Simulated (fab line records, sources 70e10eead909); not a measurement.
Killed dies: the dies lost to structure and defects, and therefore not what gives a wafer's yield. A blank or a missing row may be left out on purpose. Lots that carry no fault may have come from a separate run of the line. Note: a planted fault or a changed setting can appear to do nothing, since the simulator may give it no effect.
Matching of chambers | flow nand_harc | cmp-03 running NHARC_THIN_TSV_CMP_21: 4 sister chambers
The step polishes, t overpolish 30 s, target thk 2000 nm. 14 wafers are shown with their chamber, then 7 later ones without.

## WAFERS, EACH WITH ITS CHAMBER
wafer  | chamber | slurry_flow_ml_min | overpolish_run_s (s) | motor_current_A (A)
L394.1 | 2       | 150.0              | 30.004               | 11.8
L394.5 | 1       | 149.9              | 29.982               | 11.3
L394.6 | 0       | 149.8              | 29.995               | 11.2
L395.2 | 3       | 149.2              | 29.996               | 11.1
L395.5 | 1       | 150.7              | 29.987               | 10.9
L395.6 | 0       | 150.2              | 29.988               | 11.3
L396.2 | 2       | 149.5              | 30.005               | 11.8
L396.3 | 0       | 150.4              | 30.009               | 10.7
L396.6 | 2       | 149.5              | 30.001               | 11.2
L411.1 | 0       | 149.5              | 29.990               | 10.7
L411.4 | 2       | 149.6              | 30.007               | 12.5
L411.5 | 2       | 149.6              | 30.007               | 11.3
L410.1 | 0       | 150.9              | 29.993               | 10.9
L410.3 | 1       | 150.2              | 29.995               | 11.6

SIGNATURES (averages over the wafers above)
reading            | chamber 0 | chamber 1 | chamber 2 | chamber 3 | scatter within a chamber
slurry_flow_ml_min | 150.160   | 150.267   | 149.640   | 149.200   | 0.409
overpolish_run_s   | 29.99500  | 29.98800  | 30.00480  | 29.99600  | 0.0062
motor_current_A    | 10.960    | 11.267    | 11.720    | 11.100    | 0.403
Rule: for each reading, subtract the chamber's mean from the wafer's reading, divide by that reading's scatter and square the result; add these up over the readings and take the root, which gives the wafer's distance from the chamber. The wafer belongs to the nearest chamber; if the next one is less than 2 further off, it can't be placed. How the scatter is found: for the shown wafers, subtract from each reading the mean of its chamber, square and add these, divide the total by (wafers less chambers), then take the root.

## WAFERS WITHOUT THEIR CHAMBER
wafer  | slurry_flow_ml_min | overpolish_run_s (s) | motor_current_A (A)
L410.4 | 149.5              | 29.987               | 11.8
L412.1 | 149.4              | 29.988               | 11.6
L412.4 | 149.7              | 29.989               | 11.0
L412.5 | 150.0              | 29.995               | 11.8
L413.2 | 149.7              | 29.989               | 11.0
L413.3 | 150.0              | 30.006               | 11.0
L413.6 | 149.9              | 29.998               | 11.4

## THE CHAMBER EACH PASSED THROUGH
wafer  | from the rows above               | in truth
L410.4 | can't be placed: 1 or 3 or 2 or 0 | 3
L412.1 | can't be placed: 3 or 1 or 0 or 2 | 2
L412.4 | can't be placed: 0 or 1 or 3 or 2 | 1
L412.5 | can't be placed: 2 or 1 or 0 or 3 | 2
L413.2 | can't be placed: 0 or 1 or 3 or 2 | 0
L413.3 | can't be placed: 0 or 2 or 3 or 1 | 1
L413.6 | can't be placed: 0 or 2 or 1 or 3 | 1
Placed correctly: 0 of 7. Not placeable from these rows: 7 (in 7, the candidates include the true chamber). Placed wrongly: 0.
